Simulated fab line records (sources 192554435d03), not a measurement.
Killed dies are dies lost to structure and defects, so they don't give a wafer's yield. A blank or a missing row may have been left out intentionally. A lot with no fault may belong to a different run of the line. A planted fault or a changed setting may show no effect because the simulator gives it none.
Chamber matching + flow n5 finfet + 4 sister chambers for N5_BEOL_M15_DESCUM_15 on rie diel-06
The step chemistry O2, time 7.9 s. 14 wafers are shown with their chamber, then 7 later ones without.

WAFERS, EACH WITH ITS CHAMBER
| wafer  | chamber | throttle valve pct (%) | showerhead plenum p Torr (Torr) | oes product au (a.u.) |
|--------|---------|------------------------|---------------------------------|-----------------------|
| L076.3 | 3       | 20.93                  | 2.08                            | 0.73                  |
| L076.4 | 3       | 20.91                  | 2.08                            | 0.72                  |
| L076.5 | 2       | 20.58                  | 1.92                            | 0.77                  |
| L079.1 | 0       | 20.49                  | 2.06                            | 0.72                  |
| L079.3 | 2       | 20.59                  | 1.92                            | 0.77                  |
| L079.4 | 3       | 20.93                  | 2.07                            | 0.72                  |
| L081.2 | 3       | 20.94                  | 2.07                            | 0.72                  |
| L081.5 | 1       | 19.89                  | 2.06                            | 0.94                  |
| L081.6 | 0       | 20.49                  | 2.06                            | 0.71                  |
| L083.1 | 3       | 20.93                  | 2.07                            | 0.72                  |
| L083.4 | 0       | 20.49                  | 2.06                            | 0.71                  |
| L083.6 | 0       | 20.49                  | 2.06                            | 0.71                  |
| L084.1 | 0       | 20.51                  | 2.06                            | 0.72                  |
| L084.3 | 3       | 20.94                  | 2.07                            | 0.71                  |

SIGNATURES, as means of the wafers listed above
| reading                  | chamber 0 | chamber 1 | chamber 2 | chamber 3 | scatter within a chamber |
|--------------------------|-----------|-----------|-----------|-----------|--------------------------|
| throttle valve pct       | 20.4940   | 19.8900   | 20.5850   | 20.9300   | 0.00985                  |
| showerhead plenum p Torr | 2.0600    | 2.0600    | 1.9200    | 2.0733    | 0.00365                  |
| oes product au           | 0.7140    | 0.9400    | 0.7700    | 0.7200    | 0.00566                  |
Rule: for a wafer and a chamber, the distance is found by dividing, reading by reading, the gap between the wafer's reading and the chamber's mean by the reading's scatter, squaring, summing and taking the root. The wafer belongs to the nearest chamber; if the next one is less than 2 further off, it can't be placed. The scatter: take each reading less its chamber's mean, square it, sum over the shown wafers, divide by the number of wafers less the number of chambers, and take the root.

WAFERS MISSING THEIR CHAMBER
| wafer  | throttle valve pct (%) | showerhead plenum p Torr (Torr) | oes product au (a.u.) |
|--------|------------------------|---------------------------------|-----------------------|
| L084.4 | 20.59                  | 1.91                            | 0.75                  |
| L085.3 | 20.94                  | 2.07                            | 0.72                  |
| L085.5 | 20.51                  | 2.06                            | 0.72                  |
| L085.6 | 20.95                  | 2.07                            | 0.71                  |
| L092.2 | 19.92                  | 2.05                            | 0.90                  |
| L092.3 | 20.52                  | 2.05                            | 0.70                  |
| L092.4 | 20.61                  | 1.91                            | 0.75                  |

EACH ONE'S CHAMBER
| wafer  | from the rows above | in truth |
|--------|---------------------|----------|
| L084.4 | 2                   | 2        |
| L085.3 | 3                   | 3        |
| L085.5 | 0                   | 0        |
| L085.6 | 3                   | 3        |
| L092.2 | 1                   | 1        |
| L092.3 | 0                   | 0        |
| L092.4 | 2                   | 2        |
Placed correctly: 7 of 7. Left unplaced by these rows: 0. Placed wrongly: 0.
